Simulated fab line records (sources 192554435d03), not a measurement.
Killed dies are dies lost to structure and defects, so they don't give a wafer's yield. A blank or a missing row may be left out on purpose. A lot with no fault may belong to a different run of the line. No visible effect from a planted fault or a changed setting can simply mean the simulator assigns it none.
Matching of chambers || flow n5Finfet || rieDiel-02 running N5_BEOL_M12_TRENCH_ETCH_34: 4 sister chambers
The step etches SiOC in C4F8/O2/Ar, target depth 318.95 nm, time 125.5 s. 4 wafers are shown with their chamber, then 7 later ones without.

== WAFERS, EACH WITH ITS CHAMBER ==
{"wafer": "L082.5", "chamber": 3, "showerheadPlenumPTorr (Torr)": 3.51}
{"wafer": "L084.1", "chamber": 1, "showerheadPlenumPTorr (Torr)": 3.61}
{"wafer": "L087.1", "chamber": 0, "showerheadPlenumPTorr (Torr)": 3.44}
{"wafer": "L087.3", "chamber": 2, "showerheadPlenumPTorr (Torr)": 3.26}

== WAFERS WITHOUT THEIR CHAMBER ==
{"wafer": "L087.6", "showerheadPlenumPTorr (Torr)": 3.60}
{"wafer": "L094.1", "showerheadPlenumPTorr (Torr)": 3.25}
{"wafer": "L094.3", "showerheadPlenumPTorr (Torr)": 3.59}
{"wafer": "L094.5", "showerheadPlenumPTorr (Torr)": 3.50}
{"wafer": "L097.1", "showerheadPlenumPTorr (Torr)": 3.49}
{"wafer": "L097.3", "showerheadPlenumPTorr (Torr)": 3.43}
{"wafer": "L097.5", "showerheadPlenumPTorr (Torr)": 3.59}

== WHICH CHAMBER EACH ONE RAN IN ==
{"wafer": "L087.6", "from the rows above": 1, "in truth": 1}
{"wafer": "L094.1", "from the rows above": 2, "in truth": 2}
{"wafer": "L094.3", "from the rows above": 1, "in truth": 1}
{"wafer": "L094.5", "from the rows above": 3, "in truth": 3}
{"wafer": "L097.1", "from the rows above": "can't be placed: 3 or 0", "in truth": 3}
{"wafer": "L097.3", "from the rows above": 0, "in truth": 0}
{"wafer": "L097.5", "from the rows above": 1, "in truth": 1}
Correct placement for 6 of the 7. Cannot be placed on the basis of these rows: 1; the candidates contain the true chamber in 1. 0 placed wrongly.
How it was worked out, from the rows above alone: a wafer's distance from a chamber is the root of the sum, over the readings, of the square of ((its reading less the chamber's mean) divided by the reading's scatter). If the next closest chamber is less than 2 further off than the closest, the wafer can't be placed; otherwise it belongs to the closest. Each chamber's mean is taken over the wafers shown for it. The scatter: with one shown wafer a chamber, the root of the mean of the squares of how far each hidden wafer lies from its nearest shown one.
